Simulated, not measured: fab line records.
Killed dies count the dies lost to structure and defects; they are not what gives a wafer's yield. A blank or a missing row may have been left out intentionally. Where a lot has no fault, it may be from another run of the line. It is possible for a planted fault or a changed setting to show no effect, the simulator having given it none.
Which tool is to blame? | flow n5_finfet | 27 wafers from 9 lots sampled at 6 of the route's 1938 steps

## WHAT THE GAUGES SHOWED, per wafer
N5_PMOS_HMC_CHANNEL_EPI_THK_MEAS_22. Usual: HMC_CMP_THK 53.8 nm, standard deviation 0.77.
lot  | measured    | on            | HMC_CMP_THK (nm) | flag
L565 | day 2 19:53 | film_metro-01 | 54.0 54.0 52.5   |
L566 | day 3 01:48 | film_metro-01 | 53.9 55.3 54.2   |
L570 | day 4 02:16 | film_metro-01 | 53.9 53.2 53.6   |
L573 | day 4 19:52 | film_metro-02 | 54.0 54.0 53.6   |
L578 | day 6 02:01 | film_metro-02 | 48.8 49.3 49.3   | OFF
L579 | day 6 07:56 | film_metro-01 | 49.1 49.8 49.2   | OFF
L581 | day 6 19:38 | film_metro-01 | 53.5 53.0 54.2   |
L582 | day 7 01:32 | film_metro-02 | 53.7 53.6 54.4   |
L583 | day 7 08:03 | film_metro-02 | 52.9 54.1 52.6   |

N5_PMOS_HMC_CHANNEL_EPI_INSPECT_30: inspects for defects (darkfield). Usual: 21 for raw_defect_count, sd 6.7.
lot  | measured    | on                | raw_defect_count | flag
L565 | day 2 20:23 | defect_inspect-02 | 25 15 16         |
L566 | day 3 02:20 | defect_inspect-02 | 18 19 15         |
L570 | day 4 02:45 | defect_inspect-01 | 25 25 10         |
L573 | day 4 20:20 | defect_inspect-02 | 29 19 21         |
L578 | day 6 02:29 | defect_inspect-02 | 17 21 23         |
L579 | day 6 08:25 | defect_inspect-02 | 15 20 26         |
L581 | day 6 20:07 | defect_inspect-01 | 12 15 13         |
L582 | day 7 02:01 | defect_inspect-01 | 19 24 21         |
L583 | day 7 08:32 | defect_inspect-01 | 20 27 23         |

N5_BEOL_M4_RC_MEAS_101. Usual: DIBL_N 36.3 mV/V, standard deviation 1.7; DIBL_P 36.3 mV/V, standard deviation 2.2; IOFF_N 0.16 nA/um, standard deviation 0.034; IOFF_P 0.21 nA/um, standard deviation 0.038; ION_N 673 uA/um, standard deviation 13; ION_P 461 uA/um, standard deviation 8.3; SS_N 71.5 mV/dec, standard deviation 0.55; SS_P 73.3 mV/dec, standard deviation 0.67; VT_N 250 mV, standard deviation 3.4; VT_P -251 mV, standard deviation 3.5; VT_P_LONG -275 mV, standard deviation 3.2; VT_P_LVT -99.0 mV, standard deviation 2.8.
lot  | measured     | on        | DIBL_N (mV/V)  | DIBL_P (mV/V)  | IOFF_N (nA/um) | IOFF_P (nA/um) | ION_N (uA/um) | ION_P (uA/um) | SS_N (mV/dec)  | SS_P (mV/dec)  | VT_N (mV)   | VT_P (mV)      | VT_P_LONG (mV) | VT_P_LVT (mV)        | flag
L565 | day 9 01:31  | prober-01 | 37.5 35.6 39.1 | 39.8 37.9 42.1 | 0.24 0.21 0.29 | 0.25 0.21 0.29 | 685 682 690   | 460 458 464   | 72.3 71.8 73.6 | 73.0 72.4 74.3 | 243 245 239 | -250 -249 -245 | -275 -276 -277 | -94.7 -96.8 -94.8    |
L566 | day 9 13:10  | prober-01 | 34.6 39.0 37.8 | 33.7 39.7 38.0 | 0.13 0.23 0.19 | 0.17 0.27 0.25 | 665 695 684   | 451 472 464   | 71.7 72.1 71.8 | 72.1 73.6 74.3 | 253 245 248 | -254 -248 -248 | -276 -273 -276 | -100.1 -94.3 -94.7   |
L570 | day 9 21:37  | prober-01 | 39.5 35.5 36.1 | 39.5 35.5 35.8 | 0.22 0.15 0.15 | 0.33 0.23 0.22 | 698 680 677   | 484 472 468   | 72.3 71.4 72.1 | 74.4 73.7 73.2 | 248 248 253 | -241 -245 -247 | -269 -269 -269 | -92.5 -98.3 -98.8    |
L573 | day 11 02:34 | prober-02 | 39.9 36.0 35.6 | 40.9 37.5 36.3 | 0.24 0.17 0.16 | 0.29 0.23 0.21 | 703 685 681   | 474 474 461   | 72.0 71.5 71.8 | 73.6 73.0 72.6 | 242 248 247 | -246 -247 -250 | -273 -271 -273 | -95.1 -97.0 -98.1    |
L578 | day 12 04:41 | prober-02 | 37.7 36.5 36.4 | 38.3 36.4 36.8 | 0.17 0.15 0.14 | 0.14 0.13 0.13 | 680 668 674   | 407 403 404   | 71.8 71.5 70.8 | 73.7 74.1 73.3 | 248 253 250 | -268 -267 -268 | -295 -293 -292 | -112.4 -113.2 -114.2 | OFF
L579 | day 12 18:25 | prober-01 | 40.0 38.8 34.9 | 40.5 40.0 36.1 | 0.20 0.17 0.11 | 0.19 0.20 0.15 | 678 676 665   | 414 411 402   | 72.0 71.3 71.3 | 73.7 74.0 74.0 | 246 250 256 | -261 -261 -268 | -292 -287 -291 | -106.3 -108.1 -110.9 | OFF
L581 | day 12 23:26 | prober-02 | 39.4 35.8 37.2 | 39.6 34.8 37.5 | 0.22 0.13 0.18 | 0.27 0.18 0.23 | 699 669 688   | 475 462 471   | 71.7 71.5 71.2 | 73.7 72.2 74.1 | 244 255 248 | -247 -251 -250 | -273 -274 -273 | -94.4 -98.8 -96.2    |
L582 | day 13 02:16 | prober-01 | 35.2 39.5 39.0 | 35.0 41.1 38.8 | 0.12 0.22 0.19 | 0.20 0.32 0.28 | 673 702 686   | 474 489 479   | 71.0 71.9 71.5 | 72.3 74.4 73.7 | 252 244 246 | -250 -243 -244 | -270 -270 -273 | -96.9 -91.3 -93.4    |
L583 | day 13 05:31 | prober-02 | 36.2 34.7 35.2 | 34.5 33.2 33.5 | 0.15 0.13 0.14 | 0.20 0.17 0.18 | 660 667 661   | 455 455 450   | 72.0 70.9 71.3 | 73.7 73.3 73.4 | 249 250 251 | -250 -255 -251 | -273 -273 -274 | -97.7 -98.4 -99.1    |

## WHICH TOOL RAN EACH LOT (tool, then ch and the chambers of the sampled wafers, then the start)
lot  | N5_PMOS_HMC_CHANNEL_EPI_STRIP_33  | N5_PMOS_HMC_CHANNEL_EPI_EPI_20 | N5_PMOS_HMC_CHANNEL_EPI_EPI_26
L565 | rie_diel-02 ch 2,3, day 2 17:44   | epi_rpcvd-04 ch 0, day 2 18:15 | epi_rpcvd-03 ch 0, day 2 20:01
L566 | rie_diel-06 ch 1,3, day 2 23:40   | epi_rpcvd-04 ch 0, day 3 00:23 | epi_rpcvd-03 ch 0, day 3 01:58
L570 | rie_diel-06 ch 2,3, day 4 00:08   | epi_rpcvd-04 ch 0, day 4 01:02 | epi_rpcvd-03 ch 0, day 4 02:29
L573 | rie_diel-02 ch 0,2, day 4 17:43   | epi_rpcvd-04 ch 0, day 4 18:13 | epi_rpcvd-03 ch 0, day 4 19:58
L578 | rie_diel-01 ch 0,1,3, day 5 23:53 | epi_rpcvd-04 ch 0, day 6 00:59 | epi_rpcvd-01 ch 0, day 6 02:16
L579 | rie_diel-02 ch 2,3, day 6 05:49   | epi_rpcvd-04 ch 0, day 6 06:19 | epi_rpcvd-03 ch 0, day 6 08:03
L581 | rie_diel-06 ch 0,3, day 6 17:29   | epi_rpcvd-01 ch 0, day 6 18:35 | epi_rpcvd-04 ch 0, day 6 19:53
L582 | rie_diel-02 ch 1,2, day 6 23:25   | epi_rpcvd-01 ch 0, day 6 23:54 | epi_rpcvd-04 ch 0, day 7 01:39
L583 | rie_diel-01 ch 2,3, day 7 05:55   | epi_rpcvd-01 ch 0, day 7 06:25 | epi_rpcvd-03 ch 0, day 7 08:10
- N5_PMOS_HMC_CHANNEL_EPI_STRIP_33: strips in N2/H2.
- N5_PMOS_HMC_CHANNEL_EPI_EPI_20: deposits SiGe30, target thk 59 nm.
- N5_PMOS_HMC_CHANNEL_EPI_EPI_26: deposits Si from SiH4/H2, target thk 3.8 nm, time 22.7 s.

## WHAT THE TOOLS THEMSELVES READ (means of the sampled wafers that have a number; where no wafer has one, the mark that the record gives instead)
N5_PMOS_HMC_CHANNEL_EPI_STRIP_33. Usual: drypump_motor_current_A 5.9 A, standard deviation 0.34; oes_product_au 0.78 a.u., standard deviation 0.068; rf_vpp_V 54.2 V, standard deviation 1.6; showerhead_plenum_p_Torr 3.41 Torr, standard deviation 0.11; throttle_valve_pct 18.9 %, standard deviation 0.38.
lot  | tool        | drypump_motor_current_A (A) | oes_product_au (a.u.) | rf_vpp_V (V) | showerhead_plenum_p_Torr (Torr) | throttle_valve_pct (%) | flag
L565 | rie_diel-02 | 5.7                         | 0.77                  | 53.2         | 3.41                            | 19.0                   |
L566 | rie_diel-06 | 6.1                         | 0.76                  | 53.4         | 3.49                            | 18.8                   |
L570 | rie_diel-06 | 6.3                         | 0.77                  | 54.6         | 3.49                            | 18.6                   |
L573 | rie_diel-02 | 5.8                         | 0.83                  | 53.1         | 3.24                            | 18.6                   |
L578 | rie_diel-01 | 5.8                         | 0.82                  | 53.6         | 3.40                            | 19.2                   |
L579 | rie_diel-02 | 5.7                         | 0.74                  | 53.8         | 3.39                            | 19.0                   |
L581 | rie_diel-06 | 5.9                         | 0.76                  | 54.5         | 3.38                            | 18.9                   |
L582 | rie_diel-02 | 6.1                         | 0.88                  | 54.9         | 3.27                            | 18.6                   |
L583 | rie_diel-01 | 5.8                         | 0.77                  | 53.6         | 3.52                            | 19.3                   |

N5_PMOS_HMC_CHANNEL_EPI_EPI_20. Usual: chamber_pressure_Torr 20.00 Torr, standard deviation 0.043; lamp_inner_pct 12.7 %, standard deviation 1.
lot  | tool         | chamber_pressure_Torr (Torr) | lamp_inner_pct (%) | flag
L565 | epi_rpcvd-04 | 20.00                        | 11.5               |
L566 | epi_rpcvd-04 | 20.00                        | 11.5               |
L570 | epi_rpcvd-04 | 20.01                        | 11.5               |
L573 | epi_rpcvd-04 | 20.01                        | 11.5               |
L578 | epi_rpcvd-04 | 12.98                        | 11.6               | OFF
L579 | epi_rpcvd-04 | 13.01                        | 11.5               | OFF
L581 | epi_rpcvd-01 | 19.99                        | 13.6               |
L582 | epi_rpcvd-01 | 20.04                        | 13.7               |
L583 | epi_rpcvd-01 | 20.06                        | 13.7               |

N5_PMOS_HMC_CHANNEL_EPI_EPI_26. Usual: chamber_pressure_Torr 19.99 Torr, standard deviation 0.041; lamp_inner_pct 15.1 %, standard deviation 1.2; throttle_valve_pct 11.12 %, standard deviation 0.26.
lot  | tool         | chamber_pressure_Torr (Torr) | lamp_inner_pct (%) | throttle_valve_pct (%) | flag
L565 | epi_rpcvd-03 | 20.00                        | 16.1               | 11.35                  |
L566 | epi_rpcvd-03 | 19.96                        | 16.1               | 11.27                  |
L570 | epi_rpcvd-03 | 20.00                        | 16.0               | 11.19                  |
L573 | epi_rpcvd-03 | 20.00                        | 16.1               | 11.24                  |
L578 | epi_rpcvd-01 | 20.00                        | 16.2               | 10.90                  |
L579 | epi_rpcvd-03 | 19.96                        | 16.0               | 11.32                  |
L581 | epi_rpcvd-04 | 19.99                        | 13.7               | 11.31                  |
L582 | epi_rpcvd-04 | 20.01                        | 13.8               | 10.89                  |
L583 | epi_rpcvd-03 | 20.00                        | 16.0               | 11.40                  |

## THE ANSWER, worked out from the rows above alone
Rule: a lot is off if the mean of its wafers that have a number lies more than 3 standard deviations from the usual mean. Also off: a lot with no number at a reading for which 4 or more lots have one. Where the step has rows for the other lots, those lots are counted as sound. After the gauges, taken in route order, come the tools' own readings; for these a lot's mean is taken, as printed above. At the first step where some lot is off, the reading lying furthest off is the one used; lots without a number count as furthest.
Off: L578, L579, at N5_PMOS_HMC_CHANNEL_EPI_THK_MEAS_22 (HMC_CMP_THK).
If a tool, at a process step before that reading, ran all the lots that are off and no sound lot after the first of them, it fits. Not tried: the gauges at N5_PMOS_HMC_CHANNEL_EPI_THK_MEAS_22; whatever is off there is also off at N5_BEOL_M4_RC_MEAS_101, on other tools, and gauge error can't account for it. One fits: epi_rpcvd-04 at N5_PMOS_HMC_CHANNEL_EPI_EPI_20. A fault onset in the window from L573 (day 4 18:13, its last sound lot) to L578 (day 6 00:59, its first lot off) fits.
On the lots that are off, the tool's own readings at N5_PMOS_HMC_CHANNEL_EPI_EPI_20 differ by more than 5 times the standard deviation of the sound lots' means, which bears it out; chamber_pressure_Torr reads 13.00 Torr there versus 20.02 Torr on the sound lots.

## WHAT HAD BEEN PUT IN BY THE SIMULATOR
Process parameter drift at N5_PMOS_HMC_CHANNEL_EPI_EPI_20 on epi_rpcvd-04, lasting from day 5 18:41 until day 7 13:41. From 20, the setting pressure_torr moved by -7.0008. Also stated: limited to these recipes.
Lots struck among those shown: L578, L579. This agrees with what the rule above found.
